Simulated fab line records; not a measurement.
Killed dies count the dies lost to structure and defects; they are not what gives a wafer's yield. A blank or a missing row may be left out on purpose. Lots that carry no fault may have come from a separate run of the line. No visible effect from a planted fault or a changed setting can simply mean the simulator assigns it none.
Which tool is to blame? | flow n5Finfet | route of 1938 steps, sampled at 1 step: 12 lots, 34 wafers

WHAT EACH GAUGE READ, for each wafer
N5_HKMG_FIN_THK_MEAS_70: measures by xrf.
lot  | measured     | on           | HK_THK (nm)
L140 | day 4 08:10  | filmMetro-02 | 1.569 1.563
L141 | day 4 12:08  | filmMetro-02 | 1.595 1.588 1.553
L145 | day 5 17:42  | filmMetro-02 | 1.598 1.575 1.611
L146 | day 5 21:04  | filmMetro-02 | 1.604 1.598 1.564
L153 | day 7 12:37  | filmMetro-02 | 1.589 1.573 1.617
L155 | day 8 12:38  | filmMetro-02 | 1.585 1.573 1.573
L156 | day 8 14:17  | filmMetro-02 | 1.627 1.522
L157 | day 8 17:39  | filmMetro-02 | 1.589 1.597 1.642
L159 | day 9 05:01  | filmMetro-01 | 1.586 1.585 1.564
L158 | day 9 05:45  | filmMetro-01 | 1.582 1.564 1.579
L160 | day 9 11:32  | filmMetro-01 | 1.577 1.601 1.537
L162 | day 10 00:31 | filmMetro-01 | 1.569 1.570 1.578

WHAT TOOL EACH LOT RAN ON (gives the tool, then ch and the chambers of the sampled wafers, and finally the start)
There is no process step in the record ahead of these readings.

WHAT THE TOOLS THEMSELVES READ (means of the sampled wafers that have a number; where no wafer has one, the mark that the record gives instead)
The record holds no such reading with a usual standard deviation.

THE ANSWER, worked out from the rows above alone
Rule: what is usual is taken from the lots themselves. The widest of any qualifying gaps counts: lots, ordered by their means at a reading, are off when they make up no more than a third of the lots, leave a main group of 4 or more, and stand apart from it by 3 or more times the standard deviation of that group's means. A main group whose means are all the same, to the digits that the tables above print for the reading, isn't used. Also off: a lot with no number at a reading for which 4 or more lots have one. The other lots that the step has rows for count as sound. First the gauges in route order, then the tools' own readings, where a lot's mean is used as printed above. The first step at which some lot is off is used, and at that step the reading that is off furthest; a lot without a number counts as furthest.
Across all readings shown, no lot is off: no conclusion can be drawn from this.

WHAT THE SIMULATOR HAD INSERTED
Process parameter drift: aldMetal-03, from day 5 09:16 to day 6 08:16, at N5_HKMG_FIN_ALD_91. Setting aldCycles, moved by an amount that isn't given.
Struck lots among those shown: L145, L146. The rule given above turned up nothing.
